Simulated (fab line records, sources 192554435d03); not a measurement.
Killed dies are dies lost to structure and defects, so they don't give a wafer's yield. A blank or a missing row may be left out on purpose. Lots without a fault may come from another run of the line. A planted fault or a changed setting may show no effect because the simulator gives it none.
A struck lot beside a sound one | flow n5_finfet | 14 steps out of a route of 1938
Sound: wafers L875.4, L875.5, L875.6. Struck: wafers L890.1, L890.4, L890.5. The cause comes at the end.
At each step with rows: each side's tool, then ch and its chambers, then its first start. Under that, the readings that differ: sound wafers | struck wafers | difference of the means | sigmas: that difference in standard deviations of wafers without a fault.
alike: readings whose means differ by less than 2 such deviations, and words and numbers that are the same on both sides. not compared: withheld readings, readings that some wafer has no value for, bounds like >300 that may hide the same value, and numbers for which the record gives no deviation and whose values overlap.
The two part at a step that has a row with sigmas, a row that says differs or no value, or rows on one side only. Numbers that don't overlap but have no deviation are shown without sigmas and don't part them. A reading that every wafer of one side lacks parts them only if that side has two wafers or more.

N5_BEOL_M9_INSPECT_58: inspects for defects (darkfield).
  sound on defect_inspect-01, day 9 18:48; struck on defect_inspect-02, day 13 05:14
  reading          | sound       | struck    | difference | sigmas
  raw_defect_count | 167 114 114 | 102 57 69 | -56        | -2
N5_BEOL_M10_ILD_DEP_00: deposits SiCOH lowk from DEMS/porogen, target thk 308.51 nm, time 58 s.
  sound on pecvd-04 ch 0,1,2, day 9 18:52; struck on pecvd-04 ch 0,2, day 13 05:16
  alike: heater_power_w, rf_fwd_power_W, showerhead_plenum_p_Torr, throttle_valve_pct
N5_BEOL_M10_CURE_71: cures SiCOH lowk, time 240 s.
  sound on uv_cure-01 ch 2, day 9 19:23; struck on uv_cure-03 ch 0, day 13 05:21
  alike: lamp_power_pct, wafer_temp_C_max
N5_BEOL_M10_THK_MEAS_01:
  sound on film_metro-02, day 9 19:41; struck on film_metro-01, day 13 05:52
  alike: M10_ILD_THK
N5_BEOL_M10_PECVD_70: deposits SiO2 from TEOS/O2, target thk 20 nm, time 22.7 s.
  sound on pecvd-03 ch 0,1,2, day 9 19:44; struck on pecvd-04 ch 0,1, day 13 05:54
  alike: heater_power_w, rf_fwd_power_W, showerhead_plenum_p_Torr, throttle_valve_pct
N5_BEOL_M10_HM_DEP_02: deposits TiN, target thk 20 nm.
  sound on pvd_sputter-02, day 9 20:16; struck on pvd_sputter-02, day 13 06:21
  alike: chamber_pressure_pa, throttle_valve_pct
then, 6 steps without rows for these wafers: N5_BEOL_M10_COAT_59 (time 60 s, resist thk 100 nm); N5_BEOL_M10_COAT_60 (time 60 s, resist thk 30 nm); N5_BEOL_M10_COAT_05 (resist thk 90 nm); N5_BEOL_M10_EBR_07; N5_BEOL_M10_SOFTBAKE_06 (time 60 s); N5_BEOL_M10_EXPOSE_08 (exposes mask M10).
N5_BEOL_M10_PEB_09: peb time 60 s.
  sound on litho_track-02 ch 0, day 9 20:34; struck on litho_track-02, day 13 06:47
  no value came back on the struck wafers for chill_plate_temp_C (C), exhaust_pa (Pa), resist_line_temp_C (C); on the sound wafers chill_plate_temp_C (C) reads 23.03 22.91 22.99
then, 1 step without rows for these wafers: N5_BEOL_M10_DEVELOP_10 (develop time 30 s).

WHERE THEY PART
First at N5_BEOL_M9_INSPECT_58; last, within this record, at N5_BEOL_M10_PEB_09.

WHY: what the simulator had put in
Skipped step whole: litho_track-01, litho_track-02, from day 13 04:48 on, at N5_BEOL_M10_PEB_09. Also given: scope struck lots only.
